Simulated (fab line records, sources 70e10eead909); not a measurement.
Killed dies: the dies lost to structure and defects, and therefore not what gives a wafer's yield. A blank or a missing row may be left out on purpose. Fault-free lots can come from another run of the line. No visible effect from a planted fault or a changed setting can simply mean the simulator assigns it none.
Chamber matching :: flow nand harc :: NHARC_P_M2_DESCUM_14 on rie diel-02: 4 sister chambers
The step chemistry O2, time 3 s. 8 wafers are shown with their chamber, then 10 later ones without.

## EACH WAFER AND ITS CHAMBER
wafer: L080.1
chamber: 2
showerhead plenum p Torr (Torr): 2.05
drypump motor current A (A): 6.2

wafer: L080.2
chamber: 3
showerhead plenum p Torr (Torr): 1.82
drypump motor current A (A): 5.5

wafer: L080.6
chamber: 1
showerhead plenum p Torr (Torr): 1.86
drypump motor current A (A): 4.9

wafer: L087.2
chamber: 1
showerhead plenum p Torr (Torr): 1.86
drypump motor current A (A): 4.9

wafer: L087.4
chamber: 0
showerhead plenum p Torr (Torr): 1.84
drypump motor current A (A): 6.6

wafer: L087.5
chamber: 0
showerhead plenum p Torr (Torr): 1.83
drypump motor current A (A): 6.6

wafer: L093.1
chamber: 2
showerhead plenum p Torr (Torr): 2.04
drypump motor current A (A): 6.2

wafer: L093.2
chamber: 3
showerhead plenum p Torr (Torr): 1.82
drypump motor current A (A): 5.4

## WAFERS MISSING THEIR CHAMBER
wafer: L093.4
showerhead plenum p Torr (Torr): 1.86
drypump motor current A (A): 4.9

wafer: L093.3
showerhead plenum p Torr (Torr): 1.83
drypump motor current A (A): 6.6

wafer: L093.5
showerhead plenum p Torr (Torr): 2.04
drypump motor current A (A): 6.2

wafer: L093.6
showerhead plenum p Torr (Torr): 1.82
drypump motor current A (A): 5.4

wafer: L095.2
showerhead plenum p Torr (Torr): 1.82
drypump motor current A (A): 5.5

wafer: L095.5
showerhead plenum p Torr (Torr): 1.86
drypump motor current A (A): 4.9

wafer: L095.6
showerhead plenum p Torr (Torr): 1.83
drypump motor current A (A): 6.6

wafer: L096.1
showerhead plenum p Torr (Torr): 2.04
drypump motor current A (A): 6.2

wafer: L096.5
showerhead plenum p Torr (Torr): 1.82
drypump motor current A (A): 5.5

wafer: L096.6
showerhead plenum p Torr (Torr): 2.04
drypump motor current A (A): 6.2

## THE CHAMBER EACH PASSED THROUGH
wafer: L093.4
from the rows above: 1
in truth: 1

wafer: L093.3
from the rows above: 0
in truth: 0

wafer: L093.5
from the rows above: 2
in truth: 2

wafer: L093.6
from the rows above: 3
in truth: 3

wafer: L095.2
from the rows above: 3
in truth: 3

wafer: L095.5
from the rows above: 1
in truth: 1

wafer: L095.6
from the rows above: 0
in truth: 0

wafer: L096.1
from the rows above: 2
in truth: 2

wafer: L096.5
from the rows above: 3
in truth: 3

wafer: L096.6
from the rows above: 2
in truth: 2
Correctly placed: 10 of 10. Number that these rows cannot place: 0. Number placed wrongly: 0.
How it was worked out, from the rows above alone: a wafer's distance from a chamber is the root of the sum, over the readings, of the square of ((its reading less the chamber's mean) divided by the reading's scatter). The wafer belongs to the nearest chamber; if the next one is less than 2 further off, it can't be placed. A chamber's mean is the mean of its shown wafers. The scatter: take each reading less its chamber's mean, square it, sum over the shown wafers, divide by the number of wafers less the number of chambers, and take the root.
